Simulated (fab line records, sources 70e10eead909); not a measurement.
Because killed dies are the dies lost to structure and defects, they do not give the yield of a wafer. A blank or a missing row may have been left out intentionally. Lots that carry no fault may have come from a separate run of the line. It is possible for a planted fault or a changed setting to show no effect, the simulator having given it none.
Problem report in the 8D (eight disciplines) form, filled by code | flow nandHarc | the parts of the form that need people (team, actions taken, sign-off) are left out

== 1. THE PROBLEM ==
wafer_temp_C_max at NHARC_A_WL_FILL_RTA_01 reads a mean of 962.4 on 6 wafers of 2 lots; wafers without a fault read 1003.8 with a standard deviation of 0.73. Measured from the usual mean, that is -57 standard deviations.
The step: time 5 s.
The first sign was on wafer L946.3 at day 22 06:01, on rtpAnneal-01. The record has a number at this step for 36 wafers belonging to 12 lots. The rule behind "out" and "out of limits": a value lying over 4 standard deviations away from the usual mean. Any other wafer with a number is counted as sound.

== 2. WHAT IT IS; WHAT IT IS NOT ==
question                    | is                                                                                                                                                    | is not
which readings at this step | wafer_temp_C_max, lampPowerPct, lamp_zone_1_pct, lamp_zone_2_pct, lamp_zone_3_pct, lamp_zone_4_pct, lamp_zone_5_pct, lamp_zone_6_pct, lamp_zone_7_pct | -
which lots                  | L945, L946                                                                                                                                            | L942, L943, L948, L954, L955, L957, L958, L959, L961, L963
which wafers of those lots  | all that have a number                                                                                                                                | -
read on which tools         | rtpAnneal-01                                                                                                                                          | rtpAnneal-02
when                        | from day 22 06:01                                                                                                                                     | up to then (6 sound wafers); but 24 sound wafers of L948, L954, L955, L957, L958, L959, L961, L963 came after

== 3. WHAT RULES OUT EACH SUSPECT ==
Counting: a tool at any process step up to the reading remains a suspect when it ran all the lots that are out and ran no sound lot after the first of those.
- rtpAnneal-01 at NHARC_A_WL_FILL_RTA_01 (time 5 s): ruled out as a lasting fault. Following L946 (day 22 06:01), the first lot on it that is out, the sound lots L954, L959, L958, L961, L963 were run on it.
Left after counting: nothing in the record.

== 4. THE CAUSE (what the simulator had put in) ==
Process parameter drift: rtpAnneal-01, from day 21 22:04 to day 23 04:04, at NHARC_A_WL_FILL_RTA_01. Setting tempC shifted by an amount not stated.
Counting ruled it out, wrongly.

== 5. THE EFFECT CHAIN, in route order ==
Each row: a reading whose mean over the struck wafers that have a number lies more than 3 standard deviations from the usual. Readings are gone through only where the record gives a usual standard deviation; hours: the median, over the lots, of the time from a lot's start at the first step in this table giving one to that lot's start at this step; sigmas: the change measured in usual standard deviations.
hours | step                   | reading          | usual  | on struck wafers | change | sigmas
0     | NHARC_A_WL_FILL_RTA_01 | lampPowerPct     | 31.8 % | 28.6             | -3.2   | -5.9
0     | NHARC_A_WL_FILL_RTA_01 | lamp_zone_1_pct  | 31.8 % | 28.6             | -3.2   | -6.0
0     | NHARC_A_WL_FILL_RTA_01 | lamp_zone_2_pct  | 31.8 % | 28.6             | -3.2   | -5.9
0     | NHARC_A_WL_FILL_RTA_01 | lamp_zone_3_pct  | 31.8 % | 28.6             | -3.2   | -6.0
0     | NHARC_A_WL_FILL_RTA_01 | lamp_zone_4_pct  | 31.8 % | 28.6             | -3.2   | -5.9
0     | NHARC_A_WL_FILL_RTA_01 | lamp_zone_5_pct  | 31.8 % | 28.6             | -3.2   | -5.9
0     | NHARC_A_WL_FILL_RTA_01 | lamp_zone_6_pct  | 31.7 % | 28.5             | -3.2   | -6.0
0     | NHARC_A_WL_FILL_RTA_01 | lamp_zone_7_pct  | 32.3 % | 29.2             | -3.1   | -5.7
0     | NHARC_A_WL_FILL_RTA_01 | wafer_temp_C_max | 1003.8 | 962.4            | -41.4  | -57
It contains these process steps:
- NHARC_A_WL_FILL_RTA_01: time 5 s.

== 6. WHAT WOULD HAVE CAUGHT IT SOONER ==
First out-of-limits reading in this record: day 22 06:01, which is 8 hours after fault onset at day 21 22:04.
